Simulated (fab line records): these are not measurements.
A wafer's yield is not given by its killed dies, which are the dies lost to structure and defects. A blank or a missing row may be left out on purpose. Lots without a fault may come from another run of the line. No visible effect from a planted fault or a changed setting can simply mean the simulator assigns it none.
A lot that was struck, set against a sound lot ; flow nand_harc ; 15 out of 1302 route steps
Sound: wafers L611.2, L611.3, L611.4. Wafers L618.3, L618.5, L618.6 were the ones struck. The cause comes at the end.
Each step with rows lists, per side, the tool, then ch with its chambers, then its first start. Under that, the readings that differ: sound wafers ; struck wafers ; difference of the means ; sigmas: that difference in standard deviations of wafers without a fault.
alike: same words and numbers on both sides, and readings whose means sit less than 2 such deviations apart. not compared: any withheld reading, any reading some wafer has no value for, any bound like >300 that may hide the same value, and any number with overlapping values for which the record gives no deviation.
Wherever a step has rows on one side only, a row that says differs or no value, or a row with sigmas, the two part there. Non-overlapping numbers with no deviation appear without sigmas and do not part them. A reading that every wafer of one side lacks parts them only if that side has two wafers or more.

first, 6 steps without rows for these wafers: NHARC_A_CONTACT_COAT_02 (resist thk 90 nm); NHARC_A_CONTACT_SOFTBAKE_03 (time 55 s); NHARC_A_CONTACT_EBR_04; NHARC_A_CONTACT_EXPOSE_05 (exposes mask A CC); NHARC_A_CONTACT_PEB_06 (peb time 65 s); NHARC_A_CONTACT_DEVELOP_07 (develop time 35 s).
NHARC_A_CONTACT_CD_MEAS_08: target cd 200 nm.
  sound on cd_sem-02 ch 0, day 23 10:25; struck on cd_sem-01 ch 0, day 26 09:28
  alike: cd_nm
NHARC_A_CONTACT_OVL_MEAS_09:
  sound on overlay-02 at day 23 10:30; struck on overlay-01 at day 26 09:32
reading;sound;struck;difference;sigmas
overlay_x_nm (nm);0.8 1.2 -0.3;-2.3 -2.3 -1.8;-2.7;-3
  alike: overlay_y_nm
NHARC_A_CONTACT_INSPECT_10:
  sound on defect_inspect-01 at day 23 10:32; struck on defect_inspect-02 at day 26 09:35
  alike: raw_defect_count
NHARC_A_CONTACT_DESCUM_13: chemistry O2, time 3 s.
  sound on rie_diel-03 ch 0,1,3, day 23 10:36; struck on rie_diel-12 ch 1,2,3, day 26 09:39
  alike: drypump_motor_current_A, oes_product_au, rf_vpp_V, showerhead_plenum_p_Torr, throttle_valve_pct
  not compared: rf_hours_counter_h
NHARC_A_CONTACT_ETCH_88: etches the open film in CF4, target depth 39 nm, time 65 s.
  sound on rie_diel-03 ch 0,1,3, day 23 10:41; struck on rie_diel-12 ch 0,1,3, day 26 09:44
  alike: bias_w, cf4_flow_sccm, drypump_motor_current_A, oes_product_au, rf_vpp_V, showerhead_plenum_p_Torr, throttle_valve_pct
  not compared: rf_hours_counter_h
NHARC_A_CONTACT_ETCH_89: etches the open film in N2/H2, target depth 260 nm, time 475.3 s.
  sound: rie_diel-03 ch 0,1,3; struck: rie_diel-12 ch 1,2
  alike: bias_w, chamber_pressure_mTorr, drypump_motor_current_A, oes_product_au, rf_vpp_V, showerhead_plenum_p_Torr, throttle_valve_pct
  not compared: rf_hours_counter_h
NHARC_A_CONTACT_ETCH_30: etches the open film in CF4/CHF3, target depth 72.6 nm, time 36.3 s.
  sound on rie_diel-03 ch 0,2,3, day 23 11:07; struck on rie_diel-12 ch 0,1, day 26 10:10
  no value came back on the struck wafers for any of 8 readings (bias_w (W), cf4_flow_sccm (sccm) and others); on the sound wafers bias_w (W) reads 200.3 198.3 201.9
NHARC_A_CONTACT_ETCH_31: etches the open film in O2/COS, target depth 2800 nm, time 728 s.
  sound: rie_diel-03 ch 0,1,3; struck: rie_diel-12 ch 0,1,2
  alike: bias_w, chamber_pressure_mTorr, drypump_motor_current_A, oes_product_au, rf_vpp_V, showerhead_plenum_p_Torr, throttle_valve_pct
  not compared: rf_hours_counter_h
-- break in the record here, with 2 days between the starts of the struck wafers on either side (left off in module A_CONTACT, picked up again in module END, where the first step shown is number 1302 on the route) --
NHARC_END_SORT_01:
  sound on prober-01 ch 0, day 25 15:06; struck on prober-02 ch 0, day 28 12:16
reading;sound;struck;difference;sigmas
hold;- - -;await_dispo/3.4h/scrap await_dispo/3.4h/scrap await_dispo/3.4h/scrap;no value on the sound wafers;
killed_at_array;40 36 34;675 670 670;+635;+35
killed_dies;43 38 36;677 677 677;+638;+34
  alike: killed_at_other, killed_at_periphery, killed_open, killed_short

== WHERE THEY PART ==
Last at NHARC_END_SORT_01 as far as this record goes, first at NHARC_A_CONTACT_OVL_MEAS_09.

WHY: what had been put in by the simulator
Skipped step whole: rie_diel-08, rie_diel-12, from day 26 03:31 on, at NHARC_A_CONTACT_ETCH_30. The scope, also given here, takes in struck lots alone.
